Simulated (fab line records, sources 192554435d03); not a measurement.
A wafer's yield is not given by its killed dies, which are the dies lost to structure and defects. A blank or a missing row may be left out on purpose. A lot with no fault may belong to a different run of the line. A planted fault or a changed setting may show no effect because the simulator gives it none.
Split-lot trial / flow n5_finfet / 21 wafers read from 7 lots, route of 1938 steps

ON THE SPLIT
At N5_BEOL_M14_SPUTTER_43 (material TaN, target thk 15 nm, time 24.19 s), the setting power_w was moved away from the recipe's 15000 W on 8 of the 21 wafers read, by -7.5% to +13.4%. For the rest of the wafers, this setting stayed at what the recipe calls for.

The split's own step is where the reading is taken.

THE READING
TaN_of_BEOL_M14_SPUTTER_43.thk_nm (the simulator's own value, which no gauge read), in nm, at N5_BEOL_M14_SPUTTER_43 (material TaN, target thk 15 nm, time 24.19 s). The file gives no usual value for it. The 13 wafers here that ran the recipe average 15.2 nm, standard deviation 0.2 nm.

wafer=L079.2; tool, chamber at the split=pvd_sputter-03, -; power_w as run, W=17010; against the recipe=+13.4%; TaN_of_BEOL_M14_SPUTTER_43.thk_nm, nm=17.4; against lot-mates on the recipe=+2.0
wafer=L079.5; tool, chamber at the split=pvd_sputter-03, -; power_w as run, W=17010; against the recipe=+13.4%; TaN_of_BEOL_M14_SPUTTER_43.thk_nm, nm=17.2; against lot-mates on the recipe=+1.8
wafer=L079.6; tool, chamber at the split=pvd_sputter-03, -; power_w as run, W=15000; against the recipe=recipe; TaN_of_BEOL_M14_SPUTTER_43.thk_nm, nm=15.4; against lot-mates on the recipe=-
wafer=L080.1; tool, chamber at the split=pvd_sputter-01, -; power_w as run, W=15000; against the recipe=recipe; TaN_of_BEOL_M14_SPUTTER_43.thk_nm, nm=15.6; against lot-mates on the recipe=-
wafer=L080.2; tool, chamber at the split=pvd_sputter-01, -; power_w as run, W=15000; against the recipe=recipe; TaN_of_BEOL_M14_SPUTTER_43.thk_nm, nm=15.2; against lot-mates on the recipe=-
wafer=L080.3; tool, chamber at the split=pvd_sputter-01, -; power_w as run, W=15000; against the recipe=recipe; TaN_of_BEOL_M14_SPUTTER_43.thk_nm, nm=15.4; against lot-mates on the recipe=-
wafer=L082.4; tool, chamber at the split=pvd_sputter-03, -; power_w as run, W=15000; against the recipe=recipe; TaN_of_BEOL_M14_SPUTTER_43.thk_nm, nm=15.2; against lot-mates on the recipe=-
wafer=L082.5; tool, chamber at the split=pvd_sputter-03, -; power_w as run, W=16450; against the recipe=+9.7%; TaN_of_BEOL_M14_SPUTTER_43.thk_nm, nm=16.8; against lot-mates on the recipe=+1.6
wafer=L082.6; tool, chamber at the split=pvd_sputter-03, -; power_w as run, W=16450; against the recipe=+9.7%; TaN_of_BEOL_M14_SPUTTER_43.thk_nm, nm=16.8; against lot-mates on the recipe=+1.6
wafer=L088.1; tool, chamber at the split=pvd_sputter-03, -; power_w as run, W=15000; against the recipe=recipe; TaN_of_BEOL_M14_SPUTTER_43.thk_nm, nm=15.2; against lot-mates on the recipe=-
wafer=L088.2; tool, chamber at the split=pvd_sputter-03, -; power_w as run, W=15000; against the recipe=recipe; TaN_of_BEOL_M14_SPUTTER_43.thk_nm, nm=15.2; against lot-mates on the recipe=-
wafer=L088.5; tool, chamber at the split=pvd_sputter-03, -; power_w as run, W=15000; against the recipe=recipe; TaN_of_BEOL_M14_SPUTTER_43.thk_nm, nm=15.2; against lot-mates on the recipe=-
wafer=L090.1; tool, chamber at the split=pvd_sputter-02, -; power_w as run, W=16950; against the recipe=+13.0%; TaN_of_BEOL_M14_SPUTTER_43.thk_nm, nm=16.8; against lot-mates on the recipe=+1.9
wafer=L090.3; tool, chamber at the split=pvd_sputter-02, -; power_w as run, W=15000; against the recipe=recipe; TaN_of_BEOL_M14_SPUTTER_43.thk_nm, nm=15; against lot-mates on the recipe=-
wafer=L090.4; tool, chamber at the split=pvd_sputter-02, -; power_w as run, W=15000; against the recipe=recipe; TaN_of_BEOL_M14_SPUTTER_43.thk_nm, nm=14.8; against lot-mates on the recipe=-
wafer=L094.2; tool, chamber at the split=pvd_sputter-02, -; power_w as run, W=15000; against the recipe=recipe; TaN_of_BEOL_M14_SPUTTER_43.thk_nm, nm=15; against lot-mates on the recipe=-
wafer=L094.3; tool, chamber at the split=pvd_sputter-02, -; power_w as run, W=15000; against the recipe=recipe; TaN_of_BEOL_M14_SPUTTER_43.thk_nm, nm=15; against lot-mates on the recipe=-
wafer=L094.4; tool, chamber at the split=pvd_sputter-02, -; power_w as run, W=15000; against the recipe=recipe; TaN_of_BEOL_M14_SPUTTER_43.thk_nm, nm=15.2; against lot-mates on the recipe=-
wafer=L097.1; tool, chamber at the split=pvd_sputter-03, -; power_w as run, W=13870; against the recipe=-7.5%; TaN_of_BEOL_M14_SPUTTER_43.thk_nm, nm=14.2; against lot-mates on the recipe=no lot-mate on the recipe
wafer=L097.2; tool, chamber at the split=pvd_sputter-03, -; power_w as run, W=13870; against the recipe=-7.5%; TaN_of_BEOL_M14_SPUTTER_43.thk_nm, nm=14; against lot-mates on the recipe=no lot-mate on the recipe
wafer=L097.4; tool, chamber at the split=pvd_sputter-03, -; power_w as run, W=13870; against the recipe=-7.5%; TaN_of_BEOL_M14_SPUTTER_43.thk_nm, nm=14; against lot-mates on the recipe=no lot-mate on the recipe

THE FIT
A straight line over all 21 wafers: TaN_of_BEOL_M14_SPUTTER_43.thk_nm changes by +0.151 nm for each +1% of power_w; r = +0.98; the points scatter about the line by 0.2 nm.
The same after taking each lot's own level away (the mean of its wafers on the recipe; 18 wafers): +0.148 nm for each +1%; r = +0.99; scatter 0.12 nm.
According to that fit, moving power_w by its largest amount changes the reading by 2 nm.
Across the lots, their own levels run from 14.90 to 15.40 nm, a range of 2.5 times the standard deviation given above.
Consequently the slope shifts little with the lot-to-lot level, the two slopes agreeing.
Check: +1.99 nm against its lot-mates is what the line predicts for one of the wafers moved furthest among these (+13.4%) when that wafer is left out of the fit. It came out at +2 nm against them.

ADDITIONAL SPLITS CARRIED BY THESE WAFERS
Before the reading, these wafers also passed through other splits. Each is held against what the fit with the lots' levels taken away leaves over:
other split on the same wafers=N5_BEOL_M13_TRENCH_ETCH_34 time_s; wafers away from the commonest value=8; r with TaN_of_BEOL_M14_SPUTTER_43.thk_nm (lot level and that fit taken away)=+0.17
other split on the same wafers=N5_BEOL_M13_SPUTTER_44 power_w; wafers away from the commonest value=6; r with TaN_of_BEOL_M14_SPUTTER_43.thk_nm (lot level and that fit taken away)=-0.02

THE FILE'S OWN FIT
TaN_of_BEOL_M14_SPUTTER_43.thk_nm changes by +0.148 nm for each +1% of power_w, r = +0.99.
